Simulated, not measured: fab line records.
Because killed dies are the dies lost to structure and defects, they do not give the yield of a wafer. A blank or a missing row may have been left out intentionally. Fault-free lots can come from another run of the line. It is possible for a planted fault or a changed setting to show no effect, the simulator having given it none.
Matching of chambers :: flow nand-harc :: pecvd-01 running NHARC_A_M0_PRE_CLEAN_31: 3 sister chambers
The step time 12 s. 6 wafers are shown with their chamber, then 9 later ones without.

## WAFERS, EACH WITH ITS CHAMBER
wafer: L081.5
chamber: 2
heater-power-w (W): 677

wafer: L086.5
chamber: 1
heater-power-w (W): 558

wafer: L086.6
chamber: 0
heater-power-w (W): 582

wafer: L088.1
chamber: 0
heater-power-w (W): 598

wafer: L088.4
chamber: 2
heater-power-w (W): 664

wafer: L088.6
chamber: 1
heater-power-w (W): 536

## WAFERS WHOSE CHAMBER IS MISSING
wafer: L091.1
heater-power-w (W): 578

wafer: L091.3
heater-power-w (W): 642

wafer: L091.6
heater-power-w (W): 655

wafer: L094.1
heater-power-w (W): 590

wafer: L094.2
heater-power-w (W): 601

wafer: L094.6
heater-power-w (W): 609

wafer: L096.2
heater-power-w (W): 690

wafer: L096.3
heater-power-w (W): 592

wafer: L096.4
heater-power-w (W): 550

## WHICH CHAMBER EACH ONE RAN IN
wafer: L091.1
from the rows above: can't be placed: 0 or 1
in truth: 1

wafer: L091.3
from the rows above: can't be placed: 2 or 0
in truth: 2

wafer: L091.6
from the rows above: 2
in truth: 2

wafer: L094.1
from the rows above: 0
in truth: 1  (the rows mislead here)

wafer: L094.2
from the rows above: 0
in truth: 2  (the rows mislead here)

wafer: L094.6
from the rows above: 0
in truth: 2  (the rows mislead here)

wafer: L096.2
from the rows above: 2
in truth: 2

wafer: L096.3
from the rows above: 0
in truth: 0

wafer: L096.4
from the rows above: 1
in truth: 1
4 of 9 placed correctly. Unplaceable from these rows: 2, with the true chamber sitting among the candidates in 2. 3 placed wrongly.
How it was worked out, from the rows above alone: a wafer's distance from a chamber is the root of the sum, over the readings, of the square of ((its reading less the chamber's mean) divided by the reading's scatter). If the next closest chamber is less than 2 further off than the closest, the wafer can't be placed; otherwise it belongs to the closest. A chamber's mean is the mean of its shown wafers. The scatter: the root of (the sum of the squares of (reading less its chamber's mean) over the shown wafers, divided by (wafers less chambers)).
